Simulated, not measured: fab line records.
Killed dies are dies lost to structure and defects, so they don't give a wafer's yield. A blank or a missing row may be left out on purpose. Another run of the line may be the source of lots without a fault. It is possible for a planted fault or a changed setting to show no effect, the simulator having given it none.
Struck lot and sound lot, side by side + flow nand harc + 15 out of 1302 route steps
Sound: these wafers, L293.1, L293.4, L293.5. Struck: wafers L285.2, L285.5, L285.6. The cause comes at the end.
Order at every step that has rows: each side's tool, ch and its chambers, its first start. Under that, the readings that differ: sound wafers + struck wafers + difference of the means + sigmas: that difference in standard deviations of wafers without a fault.
alike: a reading whose means differ by less than 2 such deviations, as well as words and numbers matching on both sides. not compared: withheld readings; readings where some wafer has no value; bounds like >300 that might hide an equal value; numbers whose values overlap and for which the record gives no deviation.
The two part at a step that has a row with sigmas, a row that says differs or no value, or rows on one side only. Non-overlapping numbers with no deviation appear without sigmas and do not part them. A reading that every wafer of one side lacks parts them only if that side has two wafers or more.

first, 8 steps without rows for these wafers: NHARC_A_BLC_COAT_02 (time 75 s); NHARC_A_BLC_COAT_03 (time 65 s); NHARC_A_BLC_COAT_04 (resist thk 90 nm); NHARC_A_BLC_SOFTBAKE_05 (time 55 s); NHARC_A_BLC_EBR_06; NHARC_A_BLC_EXPOSE_07 (exposes mask A BLC, target cd 100 nm); NHARC_A_BLC_PEB_08 (peb time 65 s); NHARC_A_BLC_DEVELOP_09 (develop time 35 s).
NHARC_A_BLC_CD_MEAS_10 targets a cd of 100 nm.
  sound on cd sem-02 ch 0, day 31 06:11; struck on cd sem-02 ch 0, day 27 07:27
  alike: cd nm
NHARC_A_BLC_OVL_MEAS_11:
  sound: overlay-02 at day 31 06:16; struck: overlay-01 at day 27 07:32
  alike: overlay x nm, overlay y nm
NHARC_A_BLC_INSPECT_12:
  sound: defect inspect-02 at day 31 06:19; struck: defect inspect-02 at day 27 07:34
| reading          | sound    | struck      | difference | sigmas |
|------------------|----------|-------------|------------|--------|
| raw defect count | 46 59 47 | 153 126 140 | +89        | +2     |
NHARC_A_BLC_DESCUM_15: chemistry O2, time 3 s.
  sound on rie diel-03 ch 1,2, day 31 06:22; struck on rie diel-03 ch 0,3, day 27 07:38
  alike: drypump motor current A, oes product au, rf vpp V, showerhead plenum p Torr, throttle valve pct
  not compared: rf hours counter h
NHARC_A_BLC_ETCH_16: etches the open film in CF4, target depth 39 nm, time 65 s.
  sound on rie diel-03 ch 0,1,2, day 31 06:28; struck on rie diel-03 ch 0,1,2, day 27 07:44
| reading               | sound             | struck            | difference | sigmas |
|-----------------------|-------------------|-------------------|------------|--------|
| oes product au (a.u.) | 0.992 0.995 0.992 | 0.836 0.872 0.862 | -0.136     | -10    |
  alike: cf4 flow sccm, drypump motor current A, rf vpp V, showerhead plenum p Torr, throttle valve pct
  not compared: rf hours counter h
NHARC_A_BLC_ETCH_17: etches the open film in N2/H2, target depth 390 nm, time 609.38 s.
  sound on rie diel-03 ch 0,3; struck on rie diel-03 ch 1,2
| reading                         | sound          | struck         | difference | sigmas |
|---------------------------------|----------------|----------------|------------|--------|
| showerhead plenum p Torr (Torr) | 1.92 1.91 1.92 | 2.11 1.98 2.11 | +0.15      | +2     |
  alike: drypump motor current A, oes product au, rf vpp V, throttle valve pct
  not compared: rf hours counter h
-- jump in the record: it breaks off in module A_BLC and resumes in module END (first step shown: number 1302 of the route), and 2 days separate the struck wafers' starts before and after --
NHARC_END_SORT_01:
  sound on prober-01 ch 0, day 33 03:00; struck on prober-01 ch 0, day 29 11:22
| reading         | sound    | struck   | difference | sigmas |
|-----------------|----------|----------|------------|--------|
| killed at array | 32 49 32 | 87 73 82 | +43        | +2     |
| killed dies     | 38 51 35 | 92 78 85 | +44        | +2     |
  alike: killed at other, killed at periphery, killed open, killed short

== WHERE THEY PART ==
Earliest at NHARC_A_BLC_INSPECT_12; latest, in this record, at NHARC_END_SORT_01.

WHY: the cause the simulator had injected
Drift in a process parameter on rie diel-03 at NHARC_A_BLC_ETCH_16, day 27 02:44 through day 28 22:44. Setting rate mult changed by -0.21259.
